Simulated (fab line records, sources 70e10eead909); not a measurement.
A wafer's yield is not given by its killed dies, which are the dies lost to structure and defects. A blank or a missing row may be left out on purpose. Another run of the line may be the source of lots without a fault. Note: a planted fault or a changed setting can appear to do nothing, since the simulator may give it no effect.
One fault seen from 2 desks -- flow nand-harc -- every desk sees just its own numbers, and what lay behind them comes last

DESK OF THE TOOL OWNER: arfi-scanner-03
The tool's own readings at NHARC_A_CHANNEL_HOLE_D1_EXPOSE_07 (exposes mask HOLE D1, target cd 100 nm): means of the sampled wafers that have a number, for each lot that ran on this tool. Any lot whose mean is over 4 standard deviations away from the usual mean is out of limits and marked OUT; that distance is given in the brackets.
Columns: A = exposure-dose-mJ-cm2 at NHARC_A_CHANNEL_HOLE_D1_EXPOSE_07, usual 59.64
lot,first seen here,A
L602,day 10 20:01,59.61
L606,day 12 17:02,59.72
L608,day 13 10:23,55.21 (-73) OUT
L609,day 13 22:20,56.09 (-58) OUT
L611,day 14 15:35,56.80 (-47) OUT
L613,day 15 16:12,57.40 (-37) OUT
Finding of this desk: L608, L609, L611, L613 out of limits; the first was L608 at day 13 10:23, on exposure-dose-mJ-cm2 at NHARC_A_CHANNEL_HOLE_D1_EXPOSE_07. In limits: L602, L606.

METROLOGY DESK
What the gauges read for every lot (on any tool): the sampled wafers with a number, averaged. Any lot whose mean is over 4 standard deviations away from the usual mean is out of limits and marked OUT; that distance is given in the brackets.
Columns: A = thk-nm at NHARC_A_ONON_D1_THK_MEAS_08, usual 1000 nm; B = thk-nm at NHARC_A_ONON_D1_THK_MEAS_34, usual 199.9 nm; C = cd-nm at NHARC_A_CHANNEL_HOLE_D1_CD_MEAS_10, usual 100.1 nm
lot,first seen here,A,B,C
L599,day 8 22:45,1014,197.5,100.1
L600,day 9 16:11,1008,197.7,100.0
L602,day 10 05:46,1001,200.3,99.6
L606,day 12 02:14,1006,202.3,100.1
L608,day 12 19:16,999,197.9,96.5 (-7.4) OUT
L609,day 13 05:36,993,198.3,97.3 (-5.9) OUT
L611,day 13 19:57,992,197.2,97.7 (-5.1) OUT
L613,day 14 21:54,1004,201.5,98.0 (-4.3) OUT
L614,day 15 08:07,1001,201.1,100.0
L615,day 15 11:41,1008,201.7,99.8
L616,day 16 05:27,993,202.5,100.0
L618,day 17 05:46,995,198.9,100.5
Finding of this desk: L608, L609, L611, L613 out of limits; the first was L608 at day 13 10:31, on cd-nm at NHARC_A_CHANNEL_HOLE_D1_CD_MEAS_10. In limits: L599, L600, L602, L606, L614, L615, L616, L618.

PUT TOGETHER
At day 13 10:23, on L608, L609, L611, L613, the tool owner's desk was in a position to raise an alarm.
L608, L609, L611, L613 would have let the metrology desk raise an alarm at day 13 10:31.
On arfi-scanner-03, each named lot ran NHARC_A_CHANNEL_HOLE_D1_EXPOSE_07.

WHAT THE SIMULATOR HAD INSERTED
Process parameter drift: arfi-scanner-03, from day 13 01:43 on, at NHARC_A_CHANNEL_HOLE_D1_EXPOSE_07. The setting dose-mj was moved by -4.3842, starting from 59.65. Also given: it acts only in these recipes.
Lots struck among those shown: L608, L609, L611, L613.
Time in hours from fault onset to the first out-of-limits reading at each desk: tool owner's desk 9, metrology desk 9.
